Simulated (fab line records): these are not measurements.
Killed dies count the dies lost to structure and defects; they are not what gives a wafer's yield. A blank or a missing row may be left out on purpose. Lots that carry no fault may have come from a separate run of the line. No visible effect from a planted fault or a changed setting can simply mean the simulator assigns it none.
Comparing a struck lot with a sound one    flow n5_finfet    38 out of 1938 route steps
Sound: wafers L385.2, L385.3, L385.6. Struck: wafer L394.4. (L394.1, L394.3 of the same lot were not struck and are left out.) The cause comes at the end.
Order at every step that has rows: each side's tool, ch and its chambers, its first start. Under that, the readings that differ: sound wafers    struck wafers    difference of the means    sigmas: that difference in standard deviations of wafers without a fault.
alike: same words and numbers on both sides, and readings whose means sit less than 2 such deviations apart. not compared: any withheld reading, any reading some wafer has no value for, any bound like >300 that may hide the same value, and any number with overlapping values for which the record gives no deviation.
Wherever a step has rows on one side only, a row that says differs or no value, or a row with sigmas, the two part there. When numbers do not overlap yet have no deviation, they are printed without sigmas and do not part them. A reading that every wafer of one side lacks parts them only if that side has two wafers or more.

first, 8 steps without rows for these wafers: N5_BEOL_M3_ANNEAL_51 (time 90 s); N5_BEOL_M3_CMP_52 (polishes, stops on SiOC, t overpolish 6.8 s, target thk 40 nm); N5_BEOL_M3_PRE_CLEAN_60 (time 15 s); N5_BEOL_M3_CO_CAP_55 (material Co, precursor CCTBA/H2, target thk 2 nm, time 102.1 s); N5_BEOL_M3_PRE_CLEAN_56 (time 15 s); N5_BEOL_M3_DEP_57 (deposits SiCN from 3MS/NH3, target thk 8 nm, time 14 s); N5_BEOL_M4_ILD_DEP_00 (deposits SiOC from DEMS/O2, target thk 79 nm, time 15.3 s); N5_BEOL_M4_PECVD_72 (deposits SiO2 from TEOS/O2, target thk 16 nm, time 18 s).
N5_BEOL_M4_HM_DEP_02: deposits TiN, target thk 20 nm.
  struck on pvd_sputter-01, day 11 18:57; sound on pvd_sputter-01, day 10 04:58
  alike: throttle_valve_pct
then, 9 steps without rows for these wafers: N5_BEOL_M4_COAT_61 (time 60 s, resist thk 60 nm); N5_BEOL_M4_COAT_62 (time 60 s, resist thk 12 nm); N5_BEOL_M4_COAT_73 (time 60 s, resist thk 5 nm); N5_BEOL_M4_COAT_05 (resist thk 30 nm); N5_BEOL_M4_EBR_07; N5_BEOL_M4_SOFTBAKE_06 (time 60 s); N5_BEOL_M4_EXPOSE_08 (exposes mask M4); N5_BEOL_M4_PEB_09 (peb time 60 s); N5_BEOL_M4_DEVELOP_10 (develop time 30 s).
N5_BEOL_M4_INSPECT_13: inspects for defects (brightfield).
  struck on defect_inspect-01, day 11 19:26; sound on defect_inspect-01, day 10 05:33
reading           sound        struck  difference  sigmas
raw_defect_count  526 349 521  817     +352        +4
then, 16 steps without rows for these wafers: N5_BEOL_M4_DESCUM_16 (chemistry O2, time 7 s); N5_BEOL_M4_ETCH_74 (etches underlayer in N2/H2, target depth 6.5 nm, time 5.2 s); N5_BEOL_M4_ETCH_63 (etches SiARC in CF4, target depth 15.6 nm, time 26 s); N5_BEOL_M4_ETCH_64 (etches SOC in N2/H2, target depth 75 nm, overetch 22.5 nm, time 121.9 s); N5_BEOL_M4_STRIP_65 (strips in N2/H2); N5_BEOL_M4_STRIP_75 (strips in N2/H2); N5_BEOL_M4_STRIP_66 (strips in CF4); N5_BEOL_M4_HM_OPEN_17 (chemistry Cl2/BCl3, target TiN, target depth 20 nm, overetch 6 nm); N5_BEOL_M4_STRIP_19 (strips in O2); N5_BEOL_M4_COAT_67 (time 60 s, resist thk 60 nm); N5_BEOL_M4_COAT_68 (time 60 s, resist thk 12 nm); N5_BEOL_M4_COAT_76 (time 60 s, resist thk 5 nm); N5_BEOL_M4_COAT_22 (resist thk 30 nm); N5_BEOL_M4_EBR_24; N5_BEOL_M4_SOFTBAKE_23 (time 60 s); N5_BEOL_M4_EXPOSE_25 (exposes mask V3, defocus 5 nm).
N5_BEOL_M4_INSPECT_30: inspects for defects (brightfield).
  struck on defect_inspect-02, day 11 20:19; sound on defect_inspect-02, day 10 06:49
reading           sound        struck  difference  sigmas
raw_defect_count  443 304 448  767     +369        +4
N5_BEOL_M4_RC_MEAS_101:
  sound on prober-01 ch 0, day 10 21:20; struck on prober-01 ch 0, day 12 19:22
reading        sound        struck  difference  sigmas
ION_P (uA/um)  475 468 469  451     -20         -2
  alike: DIBL_N, DIBL_P, IOFF_N, IOFF_P, ION_N, SS_N, SS_P, VT_N, VT_P
-- record jumps: 5 days separate the struck wafers' starts on either side; left off in module BEOL_M4, taken up again in module PASSIVATION, whose first shown step is the route's number 1936 --
N5_PASSIVATION_PROBE_49:
  record: rows for the struck wafers here (prober-02, day 17 13:45), none for the sound ones

== WHERE THEY PART ==
Last at N5_PASSIVATION_PROBE_49 as far as this record goes, first at N5_BEOL_M4_INSPECT_13.

WHY: the cause the simulator had injected
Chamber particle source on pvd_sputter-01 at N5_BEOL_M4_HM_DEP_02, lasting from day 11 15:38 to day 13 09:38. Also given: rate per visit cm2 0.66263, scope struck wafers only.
